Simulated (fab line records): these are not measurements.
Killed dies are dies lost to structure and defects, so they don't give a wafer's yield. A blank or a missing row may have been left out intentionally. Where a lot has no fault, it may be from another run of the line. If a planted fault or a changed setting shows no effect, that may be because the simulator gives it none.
Matching of chambers ; flow nandHarc ; 4 sister chambers for NHARC_A_BLC_ALD_23 on aldMetal-02
The step deposits TiN, target thk 3 nm, pulse time 1 s, ald cycles 150. 14 wafers are shown with their chamber, then 7 later ones without.

WAFERS WITH THEIR CHAMBER
wafer;chamber;heaterPowerW (W);precursorPulseHeightRel
L074.3;1;1308;0.981
L074.4;2;1041;0.990
L074.6;3;1103;0.962
L080.3;1;1321;1.007
L080.5;1;1325;1.032
L080.6;2;1033;0.998
L081.4;2;1038;1.004
L081.5;1;1322;1.019
L081.6;2;1066;0.978
L082.2;2;1048;0.997
L082.4;1;1273;0.979
L082.5;0;906;1.012
L086.1;3;1056;0.990
L086.2;0;925;0.981

SIGNATURES (means of the wafers above)
reading;chamber 0;chamber 1;chamber 2;chamber 3;scatter within a chamber
heaterPowerW;915.50;1309.80;1045.20;1079.50;19.5
precursorPulseHeightRel;0.99650;1.00360;0.99340;0.97600;0.0185
Rule: distance of a wafer from a chamber = root of the sum over the readings of ((wafer's reading minus chamber's mean) / reading's scatter) squared. The wafer belongs to the nearest chamber; if the next one is less than 2 further off, it can't be placed. How the scatter is found: for the shown wafers, subtract from each reading the mean of its chamber, square and add these, divide the total by (wafers less chambers), then take the root.

WAFERS WITH NO CHAMBER GIVEN
wafer;heaterPowerW (W);precursorPulseHeightRel
L086.6;1263;0.968
L092.2;1087;0.988
L092.3;1292;1.007
L092.5;1052;1.017
L095.3;948;0.998
L095.5;948;0.991
L095.6;1273;0.981

WHICH CHAMBER EACH WENT THROUGH
wafer;from the rows above;in truth
L086.6;1;1
L092.2;can't be placed: 3 or 2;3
L092.3;1;1
L092.5;can't be placed: 2 or 3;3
L095.3;0;0
L095.5;0;0
L095.6;1;1
Correctly placed: 5 of 7. These rows do not allow placing 2 (true chamber among the candidates in 2). Placed wrongly: 0.
